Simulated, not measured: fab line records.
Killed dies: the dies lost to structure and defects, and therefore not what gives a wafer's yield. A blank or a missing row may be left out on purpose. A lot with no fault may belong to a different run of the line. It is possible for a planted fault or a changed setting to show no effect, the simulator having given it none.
Matching of chambers :: flow nandHarc :: NHARC_A_STAIRCASE_DESCUM_186 on rieDiel-10: 4 sister chambers
The step chemistry O2, time 3 s. 24 wafers are shown with their chamber, then 12 later ones without.

== WAFERS, EACH WITH ITS CHAMBER ==
wafer: L078.2
chamber: 1
showerheadPlenumPTorr (Torr): 1.76
drypumpMotorCurrentA (A): 6.3
oesProductAu (a.u.): 1.004

wafer: L078.4
chamber: 3
showerheadPlenumPTorr (Torr): 1.97
drypumpMotorCurrentA (A): 6.0
oesProductAu (a.u.): 0.996

wafer: L078.6
chamber: 1
showerheadPlenumPTorr (Torr): 1.76
drypumpMotorCurrentA (A): 6.3
oesProductAu (a.u.): 1.003

wafer: L078.1
chamber: 2
showerheadPlenumPTorr (Torr): 1.85
drypumpMotorCurrentA (A): 5.6
oesProductAu (a.u.): 1.004

wafer: L078.3
chamber: 3
showerheadPlenumPTorr (Torr): 1.97
drypumpMotorCurrentA (A): 6.0
oesProductAu (a.u.): 0.994

wafer: L078.5
chamber: 2
showerheadPlenumPTorr (Torr): 1.85
drypumpMotorCurrentA (A): 5.6
oesProductAu (a.u.): 1.009

wafer: L079.4
chamber: 2
showerheadPlenumPTorr (Torr): 1.85
drypumpMotorCurrentA (A): 5.6
oesProductAu (a.u.): 1.006

wafer: L079.5
chamber: 1
showerheadPlenumPTorr (Torr): 1.76
drypumpMotorCurrentA (A): 6.3
oesProductAu (a.u.): 1.009

wafer: L079.6
chamber: 0
showerheadPlenumPTorr (Torr): 2.03
drypumpMotorCurrentA (A): 6.3
oesProductAu (a.u.): 0.980

wafer: L080.3
chamber: 2
showerheadPlenumPTorr (Torr): 1.85
drypumpMotorCurrentA (A): 5.6
oesProductAu (a.u.): 1.004

wafer: L080.4
chamber: 0
showerheadPlenumPTorr (Torr): 2.03
drypumpMotorCurrentA (A): 6.3
oesProductAu (a.u.): 0.991

wafer: L080.5
chamber: 2
showerheadPlenumPTorr (Torr): 1.85
drypumpMotorCurrentA (A): 5.6
oesProductAu (a.u.): 1.014

wafer: L080.1
chamber: 3
showerheadPlenumPTorr (Torr): 1.97
drypumpMotorCurrentA (A): 6.0
oesProductAu (a.u.): 0.991

wafer: L080.2
chamber: 1
showerheadPlenumPTorr (Torr): 1.76
drypumpMotorCurrentA (A): 6.3
oesProductAu (a.u.): 0.988

wafer: L080.6
chamber: 3
showerheadPlenumPTorr (Torr): 1.97
drypumpMotorCurrentA (A): 6.0
oesProductAu (a.u.): 0.991

wafer: L083.1
chamber: 2
showerheadPlenumPTorr (Torr): 1.85
drypumpMotorCurrentA (A): 5.6
oesProductAu (a.u.): 0.995

wafer: L083.2
chamber: 3
showerheadPlenumPTorr (Torr): 1.96
drypumpMotorCurrentA (A): 6.0
oesProductAu (a.u.): 0.989

wafer: L083.3
chamber: 1
showerheadPlenumPTorr (Torr): 1.76
drypumpMotorCurrentA (A): 6.3
oesProductAu (a.u.): 0.992

wafer: L083.4
chamber: 0
showerheadPlenumPTorr (Torr): 2.03
drypumpMotorCurrentA (A): 6.3
oesProductAu (a.u.): 0.979

wafer: L083.5
chamber: 0
showerheadPlenumPTorr (Torr): 2.03
drypumpMotorCurrentA (A): 6.2
oesProductAu (a.u.): 0.979

wafer: L083.6
chamber: 3
showerheadPlenumPTorr (Torr): 1.96
drypumpMotorCurrentA (A): 6.0
oesProductAu (a.u.): 0.979

wafer: L086.1
chamber: 3
showerheadPlenumPTorr (Torr): 1.96
drypumpMotorCurrentA (A): 6.0
oesProductAu (a.u.): 0.994

wafer: L086.3
chamber: 1
showerheadPlenumPTorr (Torr): 1.76
drypumpMotorCurrentA (A): 6.3
oesProductAu (a.u.): 0.992

wafer: L086.6
chamber: 0
showerheadPlenumPTorr (Torr): 2.02
drypumpMotorCurrentA (A): 6.3
oesProductAu (a.u.): 1.000

SIGNATURES, as means of the wafers listed above
reading: showerheadPlenumPTorr
chamber 0: 2.0280
chamber 1: 1.7600
chamber 2: 1.8500
chamber 3: 1.9657
scatter within a chamber: 0.00355

reading: drypumpMotorCurrentA
chamber 0: 6.280
chamber 1: 6.300
chamber 2: 5.600
chamber 3: 6.000
scatter within a chamber: 0.02

reading: oesProductAu
chamber 0: 0.98580
chamber 1: 0.99800
chamber 2: 1.00533
chamber 3: 0.99057
scatter within a chamber: 0.00741
Rule: a wafer's distance from a chamber is the root of the sum, over the readings, of the square of ((its reading less the chamber's mean) divided by the reading's scatter). If the next closest chamber is less than 2 further off than the closest, the wafer can't be placed; otherwise it belongs to the closest. The scatter is the square root of a quotient: the sum, over the shown wafers, of each reading's squared deviation from its chamber's mean, divided by wafers minus chambers.

== WAFERS MISSING THEIR CHAMBER ==
wafer: L090.2
showerheadPlenumPTorr (Torr): 2.02
drypumpMotorCurrentA (A): 6.3
oesProductAu (a.u.): 0.990

wafer: L090.3
showerheadPlenumPTorr (Torr): 1.76
drypumpMotorCurrentA (A): 6.3
oesProductAu (a.u.): 0.998

wafer: L090.4
showerheadPlenumPTorr (Torr): 1.85
drypumpMotorCurrentA (A): 5.6
oesProductAu (a.u.): 0.997

wafer: L092.1
showerheadPlenumPTorr (Torr): 2.08
drypumpMotorCurrentA (A): 6.3
oesProductAu (a.u.): 0.997

wafer: L092.3
showerheadPlenumPTorr (Torr): 1.96
drypumpMotorCurrentA (A): 6.0
oesProductAu (a.u.): 0.995

wafer: L092.5
showerheadPlenumPTorr (Torr): 2.02
drypumpMotorCurrentA (A): 6.3
oesProductAu (a.u.): 0.992

wafer: L094.2
showerheadPlenumPTorr (Torr): 1.84
drypumpMotorCurrentA (A): 5.6
oesProductAu (a.u.): 1.026

wafer: L094.3
showerheadPlenumPTorr (Torr): 2.07
drypumpMotorCurrentA (A): 6.3
oesProductAu (a.u.): 1.009

wafer: L094.4
showerheadPlenumPTorr (Torr): 1.96
drypumpMotorCurrentA (A): 6.0
oesProductAu (a.u.): 1.019

wafer: L097.3
showerheadPlenumPTorr (Torr): 1.84
drypumpMotorCurrentA (A): 5.6
oesProductAu (a.u.): 1.011

wafer: L097.4
showerheadPlenumPTorr (Torr): 1.95
drypumpMotorCurrentA (A): 6.0
oesProductAu (a.u.): 1.012

wafer: L097.6
showerheadPlenumPTorr (Torr): 1.84
drypumpMotorCurrentA (A): 5.6
oesProductAu (a.u.): 1.002

== CHAMBER TAKEN BY EACH ==
wafer: L090.2
from the rows above: 0
in truth: 0

wafer: L090.3
from the rows above: 1
in truth: 1

wafer: L090.4
from the rows above: 2
in truth: 2

wafer: L092.1
from the rows above: 0
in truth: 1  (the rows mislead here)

wafer: L092.3
from the rows above: 3
in truth: 3

wafer: L092.5
from the rows above: 0
in truth: 0

wafer: L094.2
from the rows above: 2
in truth: 2

wafer: L094.3
from the rows above: 0
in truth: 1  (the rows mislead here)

wafer: L094.4
from the rows above: 3
in truth: 3

wafer: L097.3
from the rows above: 2
in truth: 2

wafer: L097.4
from the rows above: 3
in truth: 3

wafer: L097.6
from the rows above: 2
in truth: 2
Placed correctly: 10 of 12. Can't be placed from these rows: 0. 2 placed wrongly.
